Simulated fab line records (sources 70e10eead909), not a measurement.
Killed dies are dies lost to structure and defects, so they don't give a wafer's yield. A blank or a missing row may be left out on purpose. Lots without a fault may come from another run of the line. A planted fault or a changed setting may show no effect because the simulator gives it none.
Chamber matching | flow nand-harc | 3 sister chambers for NHARC_A_CHANNEL_HOLE_D2_DEP_01 on pecvd-01
The step deposits SiON, target thk 140 nm. 6 wafers are shown with their chamber, then 7 later ones without.

EACH WAFER AND ITS CHAMBER
wafer  | chamber | heater-power-w (W)
L079.5 | 0       | 918
L085.1 | 1       | 764
L085.2 | 2       | 960
L085.3 | 0       | 1027
L091.3 | 2       | 860
L091.4 | 1       | 785

WAFERS MISSING THEIR CHAMBER
wafer  | heater-power-w (W)
L091.6 | 1003
L093.1 | 786
L093.2 | 869
L093.3 | 874
L094.1 | 823
L094.2 | 1020
L094.4 | 1044

CHAMBER TAKEN BY EACH
wafer  | from the rows above          | in truth
L091.6 | can't be placed: 0 or 2      | 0
L093.1 | can't be placed: 1 or 2      | 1
L093.2 | can't be placed: 2 or 1 or 0 | 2
L093.3 | can't be placed: 2 or 0 or 1 | 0
L094.1 | can't be placed: 1 or 2 or 0 | 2
L094.2 | can't be placed: 0 or 2      | 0
L094.4 | can't be placed: 0 or 2      | 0
Correctly placed: 0 of 7. These rows do not allow placing 7 (true chamber among the candidates in 7). 0 placed wrongly.
How it was worked out, from the rows above alone: a wafer's distance from a chamber is the root of the sum, over the readings, of the square of ((its reading less the chamber's mean) divided by the reading's scatter). If the next closest chamber is less than 2 further off than the closest, the wafer can't be placed; otherwise it belongs to the closest. A chamber's mean is the mean of its shown wafers. The scatter is the square root of a quotient: the sum, over the shown wafers, of each reading's squared deviation from its chamber's mean, divided by wafers minus chambers.
